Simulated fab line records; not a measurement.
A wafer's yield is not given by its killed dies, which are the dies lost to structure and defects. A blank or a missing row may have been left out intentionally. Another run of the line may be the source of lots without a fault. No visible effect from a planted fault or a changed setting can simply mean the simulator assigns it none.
8D (eight disciplines) problem report, filled in by code / flow nand-harc / the parts of the form that need people (team, actions taken, sign-off) are left out

## 1. WHAT IS WRONG
Mean of run-length-s at NHARC_A_WL_FILL_ETCHBACK_17: 39.2 s across 2 wafers in 2 lots; on wafers with no fault it is 48.1 s (standard deviation 0.37). That puts it -24 standard deviations away from the usual mean.
The step: etches the open film in Cl2/BCl3, target depth 4 nm, time 26.7 s.
First seen on wafer L682.2, day 20 00:58, on rie-metal-01. At this step, 42 wafers from 14 lots have a number in the record. By rule, "out" or "out of limits" means more than 4 standard deviations away from the usual mean. All remaining wafers that have a number are taken as sound.

## 2. WHAT THIS IS AND IS NOT
question=which readings at this step | is=run-length-s | is not=drypump-motor-current-A, oes-product-au
question=which lots | is=L682, L683 | is not=L662, L663, L664, L665, L666, L667, L669, L670, L671, L672, L678, L685
question=which wafers of those lots | is=L682.2, L683.6 | is not=L682.1, L682.3, L683.2, L683.3
question=read on which tools | is=rie-metal-01 | is not=rie-metal-02, rie-metal-03
question=when | is=from day 20 00:58 | is not=up to then (35 sound wafers); but 5 sound wafers of L683, L685 came after

## 3. SUSPECTS, AND WHAT RULES EACH OUT
Counting: if a tool at a process step up to the reading ran every lot that is out, it stays a suspect. Sound lots after the first of them don't rule it out here, since some wafers of a struck lot are sound.
- har-etch-01 at NHARC_A_SLIT_ETCH_17 (etches the open film in C4F8/O2/Ar, time 1687.5 s, target depth 10100 nm): kept. It ran every lot that is out, first L682 (day 18 21:49); its last sound lot up to then is L672 (day 16 23:45).
- ald-metal-02 at NHARC_A_WL_FILL_ALD_02 (deposits TiN, target thk 2 nm, pulse time 3 s, ald cycles 100): kept. It ran every lot that is out, first L682 (day 19 08:39); its last sound lot up to then is L671 (day 17 08:58).
- rie-metal-01 at NHARC_A_WL_FILL_ETCHBACK_17 (etches the open film in Cl2/BCl3, target depth 4 nm, time 26.7 s): kept. It ran every lot that is out, first L682 (day 20 00:58); its last sound lot up to then is L672 (day 18 01:42). On those wafers its own readings are out: run-length-s.
- Within rie-metal-01 at NHARC_A_WL_FILL_ETCHBACK_17, the wafers that are out were processed in chamber 1 and their sound lot-mates in chamber 0.
After the count, these remain: har-etch-01 at NHARC_A_SLIT_ETCH_17, ald-metal-02 at NHARC_A_WL_FILL_ALD_02 and rie-metal-01 at NHARC_A_WL_FILL_ETCHBACK_17.

## 4. THE CAUSE (what the simulator had put in)
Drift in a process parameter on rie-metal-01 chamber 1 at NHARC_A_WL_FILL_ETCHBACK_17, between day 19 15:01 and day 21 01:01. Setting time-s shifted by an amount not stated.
This tool is one of the 3 suspects left after counting.

## 5. SEQUENCE OF EFFECTS, ordered by route
One row per reading whose mean, taken over the struck wafers that have a number, lies over 3 standard deviations from the usual. Scope: only readings with a usual standard deviation given in the record; hours: median across lots of the time from each lot's start at the first step in this table that gives one to its start at this step; sigmas: change in usual standard deviations.
hours=0; step=NHARC_A_WL_FILL_ETCHBACK_17; reading=run-length-s; usual=48.1 s; on struck wafers=39.2; change=-8.9; sigmas=-24
Here are the process steps it includes:
- NHARC_A_WL_FILL_ETCHBACK_17: etches the open film in Cl2/BCl3, target depth 4 nm, time 26.7 s.

## 6. HOW IT WOULD HAVE BEEN CAUGHT EARLIER
In this record no reading fell out of limits until day 20 00:58, 10 hours after the fault had begun at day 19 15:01.
